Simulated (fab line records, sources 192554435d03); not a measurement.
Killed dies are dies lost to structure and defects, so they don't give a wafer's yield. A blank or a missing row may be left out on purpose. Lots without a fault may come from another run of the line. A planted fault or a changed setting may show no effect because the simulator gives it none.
Chamber matching | flow n5_finfet | N5_FIN_SAQP_PECVD_47 on pecvd-02: 3 sister chambers
The step deposits a-Si from SiH4/He, target thk 45 nm, time 36.3 s. 14 wafers are shown with their chamber, then 7 later ones without.

WAFERS WITH THEIR CHAMBER
wafer  | chamber | showerhead_plenum_p_Torr (Torr) | heater_power_w (W) | throttle_valve_pct (%)
L075.1 | 0       | 5.67                            | 841                | 17.9
L075.2 | 2       | 5.69                            | 848                | 17.2
L075.4 | 1       | 5.74                            | 1033               | 17.5
L076.2 | 2       | 5.71                            | 814                | 17.4
L076.3 | 0       | 5.67                            | 954                | 18.1
L076.4 | 2       | 5.68                            | 839                | 17.4
L084.2 | 0       | 5.66                            | 898                | 18.1
L084.4 | 0       | 5.67                            | 898                | 18.1
L084.6 | 1       | 5.73                            | 1075               | 17.7
L086.2 | 1       | 5.72                            | 1012               | 18.1
L086.5 | 2       | 5.70                            | 814                | 17.5
L086.6 | 1       | 5.74                            | 1022               | 17.8
L087.2 | 1       | 5.73                            | 1057               | 17.8
L087.3 | 2       | 5.70                            | 843                | 17.7

SIGNATURES (means of the wafers above)
reading                  | chamber 0 | chamber 1 | chamber 2 | scatter within a chamber
showerhead_plenum_p_Torr | 5.6675    | 5.7320    | 5.6960    | 0.00892
heater_power_w           | 897.75    | 1039.80   | 831.60    | 30.3
throttle_valve_pct       | 18.050    | 17.780    | 17.440    | 0.178
Rule: a wafer's distance from a chamber is the root of the sum, over the readings, of the square of ((its reading less the chamber's mean) divided by the reading's scatter). The wafer belongs to the nearest chamber; if the next one is less than 2 further off, it can't be placed. The scatter: the root of (the sum of the squares of (reading less its chamber's mean) over the shown wafers, divided by (wafers less chambers)).

WAFERS WITHOUT THEIR CHAMBER
wafer  | showerhead_plenum_p_Torr (Torr) | heater_power_w (W) | throttle_valve_pct (%)
L087.6 | 5.68                            | 832                | 17.6
L094.2 | 5.72                            | 1018               | 18.1
L094.3 | 5.69                            | 793                | 17.8
L094.5 | 5.69                            | 802                | 17.6
L096.4 | 5.69                            | 919                | 18.0
L096.5 | 5.72                            | 936                | 17.4
L096.6 | 5.70                            | 819                | 17.7

WHICH CHAMBER EACH WENT THROUGH
wafer  | from the rows above     | in truth
L087.6 | can't be placed: 2 or 0 | 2
L094.2 | 1                       | 1
L094.3 | 2                       | 2
L094.5 | 2                       | 2
L096.4 | can't be placed: 0 or 2 | 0
L096.5 | can't be placed: 1 or 2 | 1
L096.6 | 2                       | 2
Placed correctly: 4 of 7. Can't be placed from these rows: 3 (the true chamber is among the candidates in 3). Placed wrongly: 0.
